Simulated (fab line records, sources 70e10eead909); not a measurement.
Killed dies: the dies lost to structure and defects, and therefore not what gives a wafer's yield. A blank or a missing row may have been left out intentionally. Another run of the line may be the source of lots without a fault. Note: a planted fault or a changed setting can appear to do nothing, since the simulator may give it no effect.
Matching of chambers || flow nand-harc || 4 sister chambers for NHARC_A_CONTACT_ALD_18 on ald-metal-01
The step deposits TiN, target thk 3 nm, pulse time 1 s, ald cycles 150. 8 wafers are shown with their chamber, then 9 later ones without.

== EACH WAFER AND ITS CHAMBER ==
{"wafer": "L079.3", "chamber": 0, "heater-power-w (W)": 1006, "precursor-pulse-height-rel": 1.031}
{"wafer": "L084.1", "chamber": 2, "heater-power-w (W)": 1015, "precursor-pulse-height-rel": 0.947}
{"wafer": "L084.6", "chamber": 1, "heater-power-w (W)": 1067, "precursor-pulse-height-rel": 0.980}
{"wafer": "L085.3", "chamber": 1, "heater-power-w (W)": 1075, "precursor-pulse-height-rel": 1.019}
{"wafer": "L085.4", "chamber": 0, "heater-power-w (W)": 1005, "precursor-pulse-height-rel": 1.041}
{"wafer": "L088.1", "chamber": 2, "heater-power-w (W)": 990, "precursor-pulse-height-rel": 0.986}
{"wafer": "L088.4", "chamber": 3, "heater-power-w (W)": 1107, "precursor-pulse-height-rel": 1.017}
{"wafer": "L088.5", "chamber": 3, "heater-power-w (W)": 1129, "precursor-pulse-height-rel": 0.986}

== WAFERS WITHOUT THEIR CHAMBER ==
{"wafer": "L093.2", "heater-power-w (W)": 1093, "precursor-pulse-height-rel": 0.993}
{"wafer": "L093.3", "heater-power-w (W)": 1005, "precursor-pulse-height-rel": 0.987}
{"wafer": "L093.5", "heater-power-w (W)": 1072, "precursor-pulse-height-rel": 0.999}
{"wafer": "L095.1", "heater-power-w (W)": 982, "precursor-pulse-height-rel": 1.033}
{"wafer": "L095.4", "heater-power-w (W)": 1010, "precursor-pulse-height-rel": 0.996}
{"wafer": "L095.5", "heater-power-w (W)": 1101, "precursor-pulse-height-rel": 0.983}
{"wafer": "L097.1", "heater-power-w (W)": 1104, "precursor-pulse-height-rel": 0.959}
{"wafer": "L097.3", "heater-power-w (W)": 1028, "precursor-pulse-height-rel": 0.982}
{"wafer": "L097.4", "heater-power-w (W)": 1050, "precursor-pulse-height-rel": 1.003}

== WHICH CHAMBER EACH WENT THROUGH ==
{"wafer": "L093.2", "from the rows above": "can't be placed: 1 or 3", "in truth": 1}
{"wafer": "L093.3", "from the rows above": "can't be placed: 2 or 0", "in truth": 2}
{"wafer": "L093.5", "from the rows above": 1, "in truth": 1}
{"wafer": "L095.1", "from the rows above": "can't be placed: 0 or 2", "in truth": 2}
{"wafer": "L095.4", "from the rows above": "can't be placed: 2 or 0", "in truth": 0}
{"wafer": "L095.5", "from the rows above": "can't be placed: 3 or 1", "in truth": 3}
{"wafer": "L097.1", "from the rows above": "can't be placed: 3 or 1", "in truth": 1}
{"wafer": "L097.3", "from the rows above": "can't be placed: 2 or 0 or 1", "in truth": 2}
{"wafer": "L097.4", "from the rows above": 1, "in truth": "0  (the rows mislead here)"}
Placed correctly: 1 of 9. Not placeable from these rows: 7 (in 7, the candidates include the true chamber). Wrongly placed: 1.
How it was worked out, from the rows above alone: a wafer's distance from a chamber is the root of the sum, over the readings, of the square of ((its reading less the chamber's mean) divided by the reading's scatter). If the next closest chamber is less than 2 further off than the closest, the wafer can't be placed; otherwise it belongs to the closest. For every chamber, the mean is computed from those of its wafers that are shown. The scatter: the root of (the sum of the squares of (reading less its chamber's mean) over the shown wafers, divided by (wafers less chambers)).
